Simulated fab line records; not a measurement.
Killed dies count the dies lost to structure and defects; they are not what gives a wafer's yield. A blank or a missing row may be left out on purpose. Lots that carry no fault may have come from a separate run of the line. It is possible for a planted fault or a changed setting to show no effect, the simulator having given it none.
Chamber matching / flow n5-finfet / N5_BEOL_M10_ETCH_65 on rie-diel-05 has 4 sister chambers
The step etches SiARC in CF4, target depth 39 nm, time 65 s. 8 wafers are shown with their chamber, then 10 later ones without.

EACH WAFER AND ITS CHAMBER
wafer=L081.6; chamber=3; showerhead-plenum-p-Torr (Torr)=2.18; throttle-valve-pct (%)=15.43
wafer=L083.4; chamber=2; showerhead-plenum-p-Torr (Torr)=2.08; throttle-valve-pct (%)=15.73
wafer=L083.5; chamber=0; showerhead-plenum-p-Torr (Torr)=2.15; throttle-valve-pct (%)=15.32
wafer=L086.1; chamber=1; showerhead-plenum-p-Torr (Torr)=2.06; throttle-valve-pct (%)=15.61
wafer=L086.4; chamber=0; showerhead-plenum-p-Torr (Torr)=2.15; throttle-valve-pct (%)=15.33
wafer=L086.6; chamber=2; showerhead-plenum-p-Torr (Torr)=2.07; throttle-valve-pct (%)=15.75
wafer=L084.2; chamber=1; showerhead-plenum-p-Torr (Torr)=2.06; throttle-valve-pct (%)=15.62
wafer=L084.4; chamber=3; showerhead-plenum-p-Torr (Torr)=2.18; throttle-valve-pct (%)=15.43

WAFERS WITHOUT THEIR CHAMBER
wafer=L084.6; showerhead-plenum-p-Torr (Torr)=2.06; throttle-valve-pct (%)=15.62
wafer=L089.4; showerhead-plenum-p-Torr (Torr)=2.06; throttle-valve-pct (%)=15.63
wafer=L089.5; showerhead-plenum-p-Torr (Torr)=2.07; throttle-valve-pct (%)=15.74
wafer=L089.6; showerhead-plenum-p-Torr (Torr)=2.18; throttle-valve-pct (%)=15.45
wafer=L092.1; showerhead-plenum-p-Torr (Torr)=2.06; throttle-valve-pct (%)=15.63
wafer=L092.4; showerhead-plenum-p-Torr (Torr)=2.17; throttle-valve-pct (%)=15.46
wafer=L092.5; showerhead-plenum-p-Torr (Torr)=2.17; throttle-valve-pct (%)=15.46
wafer=L096.3; showerhead-plenum-p-Torr (Torr)=2.06; throttle-valve-pct (%)=15.67
wafer=L096.4; showerhead-plenum-p-Torr (Torr)=2.17; throttle-valve-pct (%)=15.50
wafer=L096.6; showerhead-plenum-p-Torr (Torr)=2.06; throttle-valve-pct (%)=15.67

WHICH CHAMBER EACH WENT THROUGH
wafer=L084.6; from the rows above=1; in truth=1
wafer=L089.4; from the rows above=1; in truth=1
wafer=L089.5; from the rows above=2; in truth=2
wafer=L089.6; from the rows above=3; in truth=3
wafer=L092.1; from the rows above=1; in truth=1
wafer=L092.4; from the rows above=3; in truth=3
wafer=L092.5; from the rows above=3; in truth=3
wafer=L096.3; from the rows above=1; in truth=1
wafer=L096.4; from the rows above=3; in truth=3
wafer=L096.6; from the rows above=1; in truth=1
Correct placement for 10 of the 10. From these rows, 0 cannot be placed. Number placed wrongly: 0.
How it was worked out, from the rows above alone: a wafer's distance from a chamber is the root of the sum, over the readings, of the square of ((its reading less the chamber's mean) divided by the reading's scatter). If the next closest chamber is less than 2 further off than the closest, the wafer can't be placed; otherwise it belongs to the closest. For every chamber, the mean is computed from those of its wafers that are shown. The scatter: take each reading less its chamber's mean, square it, sum over the shown wafers, divide by the number of wafers less the number of chambers, and take the root.
